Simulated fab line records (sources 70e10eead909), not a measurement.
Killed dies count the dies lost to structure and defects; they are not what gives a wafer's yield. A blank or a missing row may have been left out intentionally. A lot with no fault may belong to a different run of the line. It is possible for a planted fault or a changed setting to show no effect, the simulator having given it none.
Code-filled problem report in 8D (eight disciplines) form | flow nand_harc | the parts of the form that need people (team, actions taken, sign-off) are left out

1. THE ISSUE
Mean of raw_defect_count at NHARC_A_CHANNEL_HOLE_D2_INSPECT_40: 1262 across 2 wafers in 2 lots; on wafers with no fault it is 280 (standard deviation 95). Relative to the usual mean, that is a shift of +10 standard deviations.
The first sign was on wafer L748.4 at day 16 11:08, on defect_inspect-01. The record has a number at this step for 35 wafers belonging to 13 lots. Rule for "out", or "out of limits": more than 4 standard deviations from the usual mean. Any other wafer with a number is counted as sound.

2. WHAT THIS IS AND IS NOT
question                    | is                                   | is not
which readings at this step | raw_defect_count                     | -
which lots                  | L748, L749                           | L741, L742, L743, L756, L757, L758, L759, L760, L761, L763, L764
which wafers of those lots  | all that have a number               | -
read on which gauges        | defect_inspect-01, defect_inspect-02 | -
when                        | from day 16 11:08                    | up to then (9 sound wafers); but 24 sound wafers of L756, L757, L758, L759, L760, L761, L763, L764 came after

3. SUSPECTS, AND WHAT RULES EACH OUT
Counting: any tool at a process step up to the reading is kept as a suspect provided that every lot that is out went through it and no sound lot did after the first of them.
- the gauge at NHARC_A_CHANNEL_HOLE_D2_INSPECT_40 has been ruled out. Those wafers that are out were read across 2 gauges (defect_inspect-01, defect_inspect-02).
- har_etch-01 at NHARC_A_CHANNEL_HOLE_D2_ETCH_24 (etches the open film in C4F8/O2/Ar, time 906.2 s, target depth 1500 nm): ruled out as a lasting fault. Sound lots L759, L760, L763 ran on it after its first lot that is out, L748 (day 16 07:56).
- har_etch-01 at NHARC_A_CHANNEL_HOLE_D2_ETCH_27 (etches the open film in C4F8/O2/Ar, time 90 s, target depth 400 nm): ruled out as a lasting fault. Sound lots L759, L760, L763 ran on it after its first lot that is out, L748 (day 16 09:29).
Left after counting: nothing in the record.

4. THE CAUSE (what the simulator had put in)
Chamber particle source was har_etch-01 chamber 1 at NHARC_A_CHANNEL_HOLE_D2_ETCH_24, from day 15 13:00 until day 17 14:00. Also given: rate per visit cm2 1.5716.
The count ruled it out by mistake, since the rule takes a fault to strike every lot its tool runs from the start of the fault on, and this one did not do so.

5. THE CHAIN OF EFFECTS, in route order
Each row: a reading where the mean over the struck wafers with a number is more than 3 standard deviations away from the usual. Only readings whose record carries a usual standard deviation are examined. hours: median over the lots of the time between each lot's start at the first step of this table that gives one and its start at this step. sigmas: the change, counted in usual standard deviations.
hours | step                               | reading          | usual | on struck wafers | change | sigmas
0     | NHARC_A_CHANNEL_HOLE_D2_INSPECT_40 | raw_defect_count | 280   | 1262             | +982   | +10
292   | NHARC_END_SORT_01                  | killed_at_array  | 55    | 137              | +82    | +5.5
292   | NHARC_END_SORT_01                  | killed_dies      | 59    | 140              | +82    | +5.4

6. WHAT WOULD HAVE CAUGHT IT SOONER
22 hours passed between the start of the fault at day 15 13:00 and the first reading out of limits at a measuring or inspecting step in this record, taken at day 16 11:08.
An alarm limit of 4 standard deviations would not have fired on the tool readings at NHARC_A_CHANNEL_HOLE_D2_ETCH_24 for which the record gives a usual standard deviation, since none of them was out on any struck wafer.
